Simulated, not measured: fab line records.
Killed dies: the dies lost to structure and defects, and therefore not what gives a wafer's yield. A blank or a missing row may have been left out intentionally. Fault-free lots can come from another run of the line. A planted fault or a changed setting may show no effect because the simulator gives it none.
Split-lot study    flow n5-finfet    route with 1938 steps; 7 lots, 21 wafers read

ABOUT THE SPLIT
At N5_BEOL_M3_COAT_76 (time 60 s, resist thk 5 nm), the setting spin-rpm was moved away from the recipe's 1500 rpm on 7 of the 21 wafers read, by -8.8% to +9.6%. For the rest of the wafers, this setting stayed at what the recipe calls for.

FROM THE SPLIT TO THE READING: what the file shows between them, 3 steps
- N5_BEOL_M3_COAT_22: resist thk 30 nm
- N5_BEOL_M3_EBR_24
- N5_BEOL_M3_DESCUM_33: chemistry O2, time 7 s

THE READING
etch.depth-nm (the simulator's own value, which no gauge read), in nm, at N5_BEOL_M3_ETCH_77 (etches underlayer in N2/H2, target depth 6.5 nm, time 5.2 s). There is no usual value for it anywhere in the file. The 14 wafers here that ran the recipe average 5.005 nm, standard deviation 0.018 nm.

wafer   tool, chamber at the split  spin-rpm as run, rpm  against the recipe  etch.depth-nm, nm  against lot-mates on the recipe
L076.1  litho-track-05, 0           1500                  recipe              5.043              -
L076.2  litho-track-05, 0           1500                  recipe              5.023              -
L076.4  litho-track-05, 0           1500                  recipe              5.034              -
L083.1  litho-track-03, 0           1386                  -7.6%               5.231              +0.215
L083.3  litho-track-03, 0           1500                  recipe              5.016              -
L083.4  litho-track-03, 0           1386                  -7.6%               5.224              +0.208
L088.3  litho-track-05, 0           1500                  recipe              5.001              -
L088.5  litho-track-05, 0           1500                  recipe              4.994              -
L088.6  litho-track-05, 0           1500                  recipe              4.986              -
L089.1  litho-track-02, 0           1500                  recipe              4.985              -
L089.2  litho-track-02, 0           1500                  recipe              4.986              -
L089.5  litho-track-02, 0           1500                  recipe              4.991              -
L090.1  litho-track-03, 0           1500                  recipe              4.992              -
L090.3  litho-track-03, 0           1379                  -8.1%               5.213              +0.220
L090.4  litho-track-03, 0           1500                  recipe              4.994              -
L093.1  litho-track-05, 0           1500                  recipe              5.014              -
L093.3  litho-track-05, 0           1368                  -8.8%               5.237              +0.225
L093.5  litho-track-05, 0           1500                  recipe              5.01               -
L096.1  litho-track-05, 0           1644                  +9.6%               4.784              no lot-mate on the recipe
L096.2  litho-track-05, 0           1644                  +9.6%               4.782              no lot-mate on the recipe
L096.3  litho-track-05, 0           1644                  +9.6%               4.779              no lot-mate on the recipe

THE FIT
A straight line over all 21 wafers: etch.depth-nm changes by -0.0253 nm for each +1% of spin-rpm; r = -0.99; the points scatter about the line by 0.019 nm.
The same after taking each lot's own level away (the mean of its wafers on the recipe; 18 wafers): -0.027 nm for each +1%; r = -1.00; scatter 0.0062 nm.
That fit puts the effect of the largest move of spin-rpm on the reading at 0.26 nm.
Measured against the standard deviation above, the lots' own levels, which go from 4.9873 to 5.0333 nm, span 2.5 times it.
Consequently the slope shifts little with the lot-to-lot level, the two slopes agreeing.
Check: +0.243 nm against its lot-mates is what the line predicts for one of the wafers moved furthest among these (-8.8%) when that wafer is left out of the fit. Against them it came out at +0.225 nm.

THESE WAFERS: OTHER SPLITS
These wafers also went through other splits before the reading. Each is held against what the fit with the lots' levels taken away leaves over:
other split on the same wafers     wafers away from the commonest value  r with etch.depth-nm (lot level and that fit taken away)
N5_BEOL_M0_CUTY_EXPOSE_54 dose-mj  9                                     -0.17
N5_BEOL_M0_CUTY_ETCH_63 time-s     9                                     -0.14
N5_BEOL_M1_EXPOSE_25 dose-mj       6                                     +0.14
N5_BEOL_M2_SPUTTER_88 time-s       6                                     +0.16
N5_BEOL_M3_ETCH_64 time-s          5                                     +0.35

FILE'S OWN FIT
etch.depth-nm changes by -0.0268 nm for each +1% of spin-rpm, r = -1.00.
